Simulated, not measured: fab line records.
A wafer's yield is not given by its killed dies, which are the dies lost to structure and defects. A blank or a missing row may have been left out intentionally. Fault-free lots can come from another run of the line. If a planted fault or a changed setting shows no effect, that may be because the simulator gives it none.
Split-lot trial	flow n5 finfet	7 lots, 21 wafers read, on a route of 1938 steps

== SPLIT DETAILS ==
At N5_BEOL_M14_PEB_08 (peb time 90 s), the setting peb time s was moved away from the recipe's 90 s on 8 of the 21 wafers read, by -19.6% to +14.6%. For the rest of the wafers, this setting stayed at what the recipe calls for.

== FROM THE SPLIT TO THE READING: what the file shows between them, 2 steps ==
- N5_BEOL_M14_DEVELOP_09: develop time 45 s
- N5_BEOL_M14_HARDBAKE_14: time 120 s

== THE READING ==
cd nm at N5_BEOL_M14_CD_MEAS_10, given in nm (cd target 250 nm). Typical for fault-free wafers on this fab line: 250.2 nm, with standard deviation 1.6 nm.

wafer	tool, chamber at the split	peb time s as run, s	against the recipe	cd nm, nm	against lot-mates on the recipe
L078.4	litho track-05, 0	90	recipe	249.4	-
L078.5	litho track-05, 0	90	recipe	248.5	-
L078.6	litho track-05, 0	95.71	+6.3%	252.7	+3.8
L082.3	litho track-04, 0	90	recipe	248.6	-
L082.4	litho track-04, 0	90	recipe	249.3	-
L082.5	litho track-04, 0	75.07	-16.6%	244.7	-4.2
L085.2	litho track-02, 0	72.35	-19.6%	241.4	no lot-mate on the recipe
L085.3	litho track-02, 0	72.35	-19.6%	242.0	no lot-mate on the recipe
L085.5	litho track-02, 0	72.35	-19.6%	243.1	no lot-mate on the recipe
L089.1	litho track-04, 0	90	recipe	247.8	-
L089.2	litho track-04, 0	90	recipe	248.4	-
L089.5	litho track-04, 0	90	recipe	249.3	-
L088.2	litho track-05, 0	90	recipe	248.6	-
L088.3	litho track-05, 0	103.1	+14.6%	255.4	+6.2
L088.6	litho track-05, 0	90	recipe	249.9	-
L091.1	litho track-04, 0	90	recipe	251.1	-
L091.3	litho track-04, 0	90	recipe	248.6	-
L091.5	litho track-04, 0	90	recipe	251.8	-
L093.2	litho track-02, 0	77.07	-14.4%	244.6	-4.8
L093.5	litho track-02, 0	90	recipe	249.4	-
L093.6	litho track-02, 0	77.07	-14.4%	244.8	-4.6

FIT RESULTS
A straight line over all 21 wafers: cd nm changes by +0.36 nm for each +1% of peb time s; r = +0.96; the points scatter about the line by 1 nm.
The same after taking each lot's own level away (the mean of its wafers on the recipe; 18 wafers): +0.346 nm for each +1%; r = +0.94; scatter 0.91 nm.
That fit puts the effect of the largest move of peb time s on the reading at 6.8 nm.
The span of the lots' own levels, 248.50 to 250.50 nm, comes to 1.2 times the standard deviation stated above.
Hence the lot-to-lot level has little effect on the slope; both slopes agree.
Check: with one of the wafers moved furthest among these (-16.6%) left out of the fit, the line predicts -6.03 nm for it against its lot-mates. Against them it came out at -4.25 nm.

== FILE'S OWN FIT ==
cd nm changes by +0.343 nm for each +1% of peb time s, r = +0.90.
